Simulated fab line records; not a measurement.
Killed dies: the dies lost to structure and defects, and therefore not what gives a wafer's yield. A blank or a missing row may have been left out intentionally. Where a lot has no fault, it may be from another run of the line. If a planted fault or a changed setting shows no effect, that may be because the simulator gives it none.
Which tool did it? -- flow n5_finfet -- 24 lots with 72 wafers sampled at 5 steps, on a route of 1938 steps

== WHAT THE GAUGES SHOWED, per wafer ==
N5_BEOL_M12_INSPECT_12: inspects for defects (macro). Usual: raw_defect_count reads 2.1 (standard deviation 1.4).
lot,measured,on,raw_defect_count,flag
L074,day 11 09:56,defect_inspect-01,2 3 1,
L075,day 11 12:08,defect_inspect-02,4 0 2,
L076,day 11 20:12,defect_inspect-01,1 2 3,
L079,day 12 02:10,defect_inspect-02,1 2 2,
L077,day 12 15:20,defect_inspect-02,2 3 3,
L078,day 12 22:31,defect_inspect-02,0 4 2,
L081,day 13 05:34,defect_inspect-01,4 1 4,
L080,day 13 10:38,defect_inspect-02,1 4 1,
L082,day 13 14:00,defect_inspect-02,3 1 3,
L083,day 13 15:07,defect_inspect-01,3 3 3,
L084,day 13 17:48,defect_inspect-01,1 4 1,
L085,day 13 19:55,defect_inspect-01,1 2 3,
L086,day 14 15:11,defect_inspect-01,0 3 1,
L087,day 14 21:45,defect_inspect-01,1 2 0,
L090,day 15 01:12,defect_inspect-01,1 5 5,
L088,day 15 05:14,defect_inspect-01,6 2 2,
L089,day 15 05:26,defect_inspect-01,2 1 4,
L092,day 15 12:34,defect_inspect-02,1 0 2,
L091,day 15 18:37,defect_inspect-01,1 1 2,
L093,day 16 00:56,defect_inspect-01,3 2 0,
L095,day 16 08:38,defect_inspect-02,3 2 1,
L094,day 16 08:56,defect_inspect-02,2 3 3,
L096,day 17 10:52,defect_inspect-02,2 2 3,
L097,day 18 22:06,defect_inspect-01,2 4 0,

N5_BEOL_M12_INSPECT_30: inspects for defects (macro). Usual: raw_defect_count reads 2.2 (standard deviation 1.6).
lot,measured,on,raw_defect_count,flag
L074,day 11 10:58,defect_inspect-02,2 4 8,
L075,day 11 13:02,defect_inspect-02,3 1 2,
L076,day 11 21:14,defect_inspect-01,2 6 2,
L079,day 12 03:08,defect_inspect-01,3 4 2,
L077,day 12 16:14,defect_inspect-02,2 1 1,
L078,day 12 23:28,defect_inspect-01,3 1 2,
L081,day 13 06:36,defect_inspect-01,1 7 3,
L080,day 13 11:32,defect_inspect-02,4 0 2,
L082,day 13 15:05,defect_inspect-01,0 1 1,
L083,day 13 16:09,defect_inspect-01,3 1 1,
L084,day 13 18:44,defect_inspect-01,2 2 2,
L085,day 13 20:50,defect_inspect-02,2 0 2,
L086,day 14 16:05,defect_inspect-01,1 1 1,
L087,day 14 22:39,defect_inspect-01,2 2 3,
L090,day 15 02:07,defect_inspect-02,3 0 1,
L088,day 15 06:09,defect_inspect-01,3 3 3,
L089,day 15 06:35,defect_inspect-02,3 2 2,
L092,day 15 13:36,defect_inspect-02,1 1 2,
L091,day 15 19:31,defect_inspect-01,2 2 2,
L093,day 16 01:58,defect_inspect-02,4 5 2,
L095,day 16 09:41,defect_inspect-01,3 2 1,
L094,day 16 10:01,defect_inspect-01,3 1 5,
L096,day 17 12:13,defect_inspect-02,5 3 1,
L097,day 18 23:01,defect_inspect-02,1 0 2,

== EACH LOT AND THE TOOL THAT RAN IT (in order: tool; ch and the chambers of the sampled wafers; start) ==
lot,N5_BEOL_M11_CMP_52,N5_BEOL_M12_VIA_ETCH_16,N5_BEOL_M12_STRIP_64
L074,"cmp-02 ch 2,3, day 11 09:01","rie_diel-02 ch 0,1,3, day 11 10:09","plasma_asher-02 ch 0,1, day 11 10:20"
L075,"cmp-02 ch 0,1,2, day 11 11:02","rie_diel-02 ch 0,3, day 11 12:15","plasma_asher-02 ch 0,1, day 11 12:31"
L076,"cmp-02 ch 0,1, day 11 19:14","rie_diel-02 ch 0,3, day 11 20:19","plasma_asher-02 ch 0,1, day 11 20:35"
L079,"cmp-02 ch 0,1,2, day 12 01:13","rie_diel-04 ch 0,1,2, day 12 02:20","plasma_asher-01 ch 0,1, day 12 02:36"
L077,"cmp-02 ch 1,3, day 12 14:22","rie_diel-02 ch 0,1, day 12 15:27","plasma_asher-01 ch 0, day 12 15:43"
L078,"cmp-02 ch 0,1,3, day 12 21:38","rie_diel-04 ch 0,2,3, day 12 22:40","plasma_asher-02 ch 0,1, day 12 22:56"
L081,"cmp-02 ch 0,3, day 13 04:26","rie_diel-02 ch 0,1, day 13 05:41","plasma_asher-02 ch 0,1, day 13 05:58"
L080,"cmp-04 ch 2,3, day 13 09:29","rie_diel-01 ch 0,2,3, day 13 10:46","plasma_asher-02 ch 0,1, day 13 11:01"
L082,"cmp-02 ch 0,1,3, day 13 13:01","rie_diel-04 ch 0,2, day 13 14:07","plasma_asher-02 ch 0,1, day 13 14:23"
L083,"cmp-04 ch 1,2,3, day 13 14:05","rie_diel-01 ch 0,3, day 13 15:14","plasma_asher-02 ch 0,1, day 13 15:30"
L084,"cmp-04 ch 0,2,3, day 13 16:38","rie_diel-01 ch 1,2,3, day 13 17:55","plasma_asher-01 ch 0,1, day 13 18:11"
L085,"cmp-04 ch 1,2,3, day 13 18:54","rie_diel-02 ch 0,2,3, day 13 20:02","plasma_asher-01 ch 0,1, day 13 20:19"
L086,"cmp-03 ch 0,2,3, day 14 14:14","rie_diel-04 ch 2,3, day 14 15:19","plasma_asher-01 ch 0,1, day 14 15:35"
L087,"cmp-03 ch 0,1, day 14 20:46","rie_diel-04 ch 0,1, day 14 21:52","plasma_asher-01 ch 0,1, day 14 22:08"
L090,"cmp-04 ch 0,1,3, day 15 00:06","rie_diel-01 ch 0,1,3, day 15 01:19","plasma_asher-02 ch 0,1, day 15 01:35"
L088,"cmp-02 ch 0,2,3, day 15 04:13","rie_diel-02 ch 1,3, day 15 05:22","plasma_asher-02 ch 0,1, day 15 05:37"
L089,"cmp-04 ch 0,2,3, day 15 04:28","rie_diel-01 ch 0,1,3, day 15 05:40","plasma_asher-01 ch 0,1, day 15 05:56"
L092,"cmp-03 ch 0,1,2, day 15 11:42","rie_diel-04 ch 0,1, day 15 12:41","plasma_asher-01 ch 0,1, day 15 12:56"
L091,"cmp-03 ch 2,3, day 15 17:31","rie_diel-02 ch 0,2,3, day 15 18:44","plasma_asher-02 ch 0,1, day 15 19:01"
L093,"cmp-02 ch 0,1,3, day 16 00:02","rie_diel-04 ch 0,1,2, day 16 01:04","plasma_asher-01 ch 0,1, day 16 01:19"
L095,"cmp-04 ch 0,2, day 16 07:35","rie_diel-04 ch 0,1, day 16 08:46","plasma_asher-02 ch 0,1, day 16 09:01"
L094,"cmp-02 ch 0,1,2, day 16 07:58","rie_diel-02 ch 2,3, day 16 09:14","plasma_asher-02 ch 0,1, day 16 09:30"
L096,"cmp-03 ch 0,1,2, day 17 09:56","rie_diel-01 ch 2,3, day 17 11:18","plasma_asher-01 ch 1, day 17 11:34"
L097,"cmp-04 ch 0,2,3, day 18 21:06","rie_diel-04 ch 0,1,3, day 18 22:13","plasma_asher-02 ch 0,1, day 18 22:29"
- N5_BEOL_M11_CMP_52: polishes, stops on SiCOH lowk, t overpolish 7 s, target thk 140 nm.
- N5_BEOL_M12_VIA_ETCH_16: etches SiOC in C4F8/O2/Ar, target depth 724.8 nm.
- N5_BEOL_M12_STRIP_64: strips in N2/H2.

== AS READ BY THE TOOLS THEMSELVES (means over the sampled wafers that have a number; for cases with no such wafer, the mark the record gives instead) ==
N5_BEOL_M11_CMP_52. Usual: barrier_field_endpoint_s 28.9 s, standard deviation 0.78; head_pressure_psi 0.9997 psi, standard deviation 0.0022; motor_current_A 6.1 A, standard deviation 0.45; overpolish_run_s 7.000 s, standard deviation 0.009; time_to_endpoint_s 65.6 s, standard deviation 2.5.
lot,tool,barrier_field_endpoint_s (s),head_pressure_psi (psi),motor_current_A (A),overpolish_run_s (s),time_to_endpoint_s (s),flag
L074,cmp-02,29.4,1.0000,6.1,7.000,64.8,
L075,cmp-02,29.8,0.9999,6.3,6.996,67.8,
L076,cmp-02,28.8,0.9996,5.8,7.004,67.9,
L079,cmp-02,29.5,1.0008,6.1,7.002,65.2,
L077,cmp-02,28.3,0.9980,5.8,7.007,65.3,
L078,cmp-02,28.6,1.0006,6.1,6.999,63.9,
L081,cmp-02,28.5,0.9982,5.9,7.010,62.3,
L080,cmp-04,29.5,0.9981,6.1,7.003,68.3,
L082,cmp-02,29.4,1.0007,5.8,7.005,67.8,
L083,cmp-04,28.3,0.9985,6.0,6.999,62.9,
L084,cmp-04,28.7,1.0019,6.3,6.993,62.6,
L085,cmp-04,29.3,0.9973,6.0,7.003,65.2,
L086,cmp-03,29.6,0.9984,5.9,7.002,67.1,
L087,cmp-03,29.2,0.9996,6.1,6.991,67.3,
L090,cmp-04,28.6,0.9982,6.3,7.000,64.3,
L088,cmp-02,28.3,1.0013,6.0,7.005,64.0,
L089,cmp-04,29.8,1.0005,6.3,6.996,69.2,
L092,cmp-03,29.1,1.0018,5.8,7.001,65.6,
L091,cmp-03,28.7,1.0001,5.6,7.000,64.7,
L093,cmp-02,29.0,0.9975,6.0,6.994,66.3,
L095,cmp-04,28.3,0.9994,7.1,6.994,65.5,
L094,cmp-02,29.1,0.9983,5.9,6.995,67.6,
L096,cmp-03,29.1,0.9985,5.8,7.001,69.6,
L097,cmp-04,28.2,1.0000,6.5,7.001,64.9,

N5_BEOL_M12_VIA_ETCH_16. Usual: drypump_motor_current_A 5.7 A, standard deviation 0.43; oes_product_au 0.73 a.u., standard deviation 0.082; rf_vpp_V 666 V, standard deviation 3.3; showerhead_plenum_p_Torr 3.46 Torr, standard deviation 0.11; throttle_valve_pct 24.09 %, standard deviation 0.16.
lot,tool,drypump_motor_current_A (A),oes_product_au (a.u.),rf_vpp_V (V),showerhead_plenum_p_Torr (Torr),throttle_valve_pct (%),flag
L074,rie_diel-02,5.6,0.73,665,3.41,24.04,
L075,rie_diel-02,5.4,0.71,665,3.44,24.05,
L076,rie_diel-02,5.4,0.71,665,3.44,24.05,
L079,rie_diel-04,6.0,0.71,667,3.46,24.11,
L077,rie_diel-02,5.6,0.66,663,3.33,24.18,
L078,rie_diel-04,5.8,0.71,667,3.44,24.08,
L081,rie_diel-02,5.5,0.66,663,3.32,24.19,
L080,rie_diel-01,5.4,0.70,667,3.52,24.17,
L082,rie_diel-04,5.7,0.72,665,3.41,24.07,
L083,rie_diel-01,4.9,0.67,666,3.44,24.21,
L084,rie_diel-01,5.5,0.76,668,3.50,24.04,
L085,rie_diel-02,5.6,0.75,667,3.51,24.07,
L086,rie_diel-04,5.8,0.67,663,3.35,24.19,
L087,rie_diel-04,5.9,0.80,670,3.53,23.93,
L090,rie_diel-01,5.0,0.71,666,3.42,24.11,
L088,rie_diel-02,5.7,0.70,663,3.35,24.10,
L089,rie_diel-01,5.0,0.72,667,3.42,24.11,
L092,rie_diel-04,6.2,0.82,669,3.50,23.97,
L091,rie_diel-02,5.6,0.82,668,3.50,23.99,
L093,rie_diel-04,5.9,0.75,667,3.45,24.03,
L095,rie_diel-04,6.2,0.80,668,3.50,23.99,
L094,rie_diel-02,5.8,0.79,669,3.57,24.12,
L096,rie_diel-01,5.4,0.70,670,3.56,24.06,
L097,rie_diel-04,6.0,0.70,668,3.46,24.09,

N5_BEOL_M12_STRIP_64. Usual: drypump_motor_current_A 5.7 A, standard deviation 0.33; h2_flow_sccm 3249 sccm, standard deviation 9.7; heater_power_w 317 W, standard deviation 35; oes_product_au 0.715 a.u., standard deviation 0.0045; strip_time_to_endpoint_s 31.32 s, standard deviation 0.073.
lot,tool,drypump_motor_current_A (A),h2_flow_sccm (sccm),heater_power_w (W),oes_product_au (a.u.),strip_time_to_endpoint_s (s),flag
L074,plasma_asher-02,6.0,3252,322,0.718,31.40,
L075,plasma_asher-02,6.0,3246,325,0.712,31.39,
L076,plasma_asher-02,6.0,3252,329,0.715,31.29,
L079,plasma_asher-01,5.5,3245,292,0.716,31.39,
L077,plasma_asher-01,5.2,3249,368,0.714,31.27,
L078,plasma_asher-02,6.0,3259,324,0.714,31.40,
L081,plasma_asher-02,6.1,3253,321,0.707,31.34,
L080,plasma_asher-02,5.9,3256,323,0.715,31.45,
L082,plasma_asher-02,6.0,3242,327,0.715,31.25,
L083,plasma_asher-02,6.0,3254,325,0.714,31.35,
L084,plasma_asher-01,5.5,3249,298,0.716,31.27,
L085,plasma_asher-01,5.5,3245,293,0.715,31.24,
L086,plasma_asher-01,5.4,3249,328,0.715,31.33,
L087,plasma_asher-01,5.5,3254,296,0.714,31.39,
L090,plasma_asher-02,6.0,3250,327,0.718,31.42,
L088,plasma_asher-02,5.9,3241,318,0.718,31.27,
L089,plasma_asher-01,5.3,3253,331,0.719,31.38,
L092,plasma_asher-01,5.4,3243,326,0.715,31.26,
L091,plasma_asher-02,5.9,3251,322,0.718,31.39,
L093,plasma_asher-01,5.5,3257,292,0.714,31.32,
L095,plasma_asher-02,6.1,3246,323,0.717,31.35,
L094,plasma_asher-02,5.9,3247,321,0.714,31.32,
L096,plasma_asher-01,5.7,3252,257,0.714,31.28,
L097,plasma_asher-02,5.9,3249,319,0.718,31.21,

== THE ANSWER, worked out from the rows above alone ==
Rule: a lot is off if the mean of its wafers that have a number lies more than 3 standard deviations from the usual mean. Also off: a lot with no number at a reading for which 4 or more lots have one. Where the step has rows for the other lots, those lots are counted as sound. First the gauges in route order, then the tools' own readings, where a lot's mean is used as printed above. The first step at which some lot is off is used, and at that step the reading that is off furthest; a lot without a number counts as furthest.
No lot is off on any of the readings shown, so nothing can be concluded from this.

== WHAT HAD BEEN PUT IN BY THE SIMULATOR ==
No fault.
